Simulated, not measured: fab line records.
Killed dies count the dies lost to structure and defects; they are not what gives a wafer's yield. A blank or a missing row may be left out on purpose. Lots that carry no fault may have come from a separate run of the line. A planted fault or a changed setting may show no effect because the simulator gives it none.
Matching of chambers + flow n5Finfet + N5_DUMMY_GATE_TRIM_49 on rieSi-05: 4 sister chambers
The step chemistry O2, time 29 s, target cd 14 nm. 8 wafers are shown with their chamber, then 9 later ones without.

## WAFERS PAIRED WITH THEIR CHAMBERS
| wafer  | chamber | throttleValvePct (%) | drypumpMotorCurrentA (A) |
|--------|---------|----------------------|--------------------------|
| L076.1 | 1       | 8.03                 | 5.4                      |
| L081.5 | 1       | 8.03                 | 5.4                      |
| L080.1 | 0       | 8.14                 | 5.8                      |
| L080.2 | 3       | 8.35                 | 5.4                      |
| L080.6 | 2       | 7.98                 | 5.9                      |
| L083.2 | 0       | 8.14                 | 5.9                      |
| L083.3 | 3       | 8.32                 | 5.3                      |
| L083.5 | 2       | 7.96                 | 5.8                      |

## WAFERS MISSING THEIR CHAMBER
| wafer  | throttleValvePct (%) | drypumpMotorCurrentA (A) |
|--------|----------------------|--------------------------|
| L089.2 | 8.14                 | 5.8                      |
| L089.4 | 7.96                 | 5.8                      |
| L089.5 | 8.14                 | 5.9                      |
| L096.3 | 8.33                 | 5.4                      |
| L096.5 | 8.14                 | 5.8                      |
| L096.6 | 8.33                 | 5.4                      |
| L097.1 | 8.03                 | 5.4                      |
| L097.5 | 7.96                 | 5.9                      |
| L097.6 | 8.33                 | 5.3                      |

## WHICH CHAMBER EACH WENT THROUGH
| wafer  | from the rows above | in truth |
|--------|---------------------|----------|
| L089.2 | 0                   | 0        |
| L089.4 | 2                   | 2        |
| L089.5 | 0                   | 0        |
| L096.3 | 3                   | 3        |
| L096.5 | 0                   | 0        |
| L096.6 | 3                   | 3        |
| L097.1 | 1                   | 1        |
| L097.5 | 2                   | 2        |
| L097.6 | 3                   | 3        |
9 of 9 placed correctly. Number that these rows cannot place: 0. Wrongly placed: 0.
How it was worked out, from the rows above alone: a wafer's distance from a chamber is the root of the sum, over the readings, of the square of ((its reading less the chamber's mean) divided by the reading's scatter). If the next closest chamber is less than 2 further off than the closest, the wafer can't be placed; otherwise it belongs to the closest. The mean given for a chamber averages the wafers shown for that chamber. How the scatter is found: for the shown wafers, subtract from each reading the mean of its chamber, square and add these, divide the total by (wafers less chambers), then take the root.
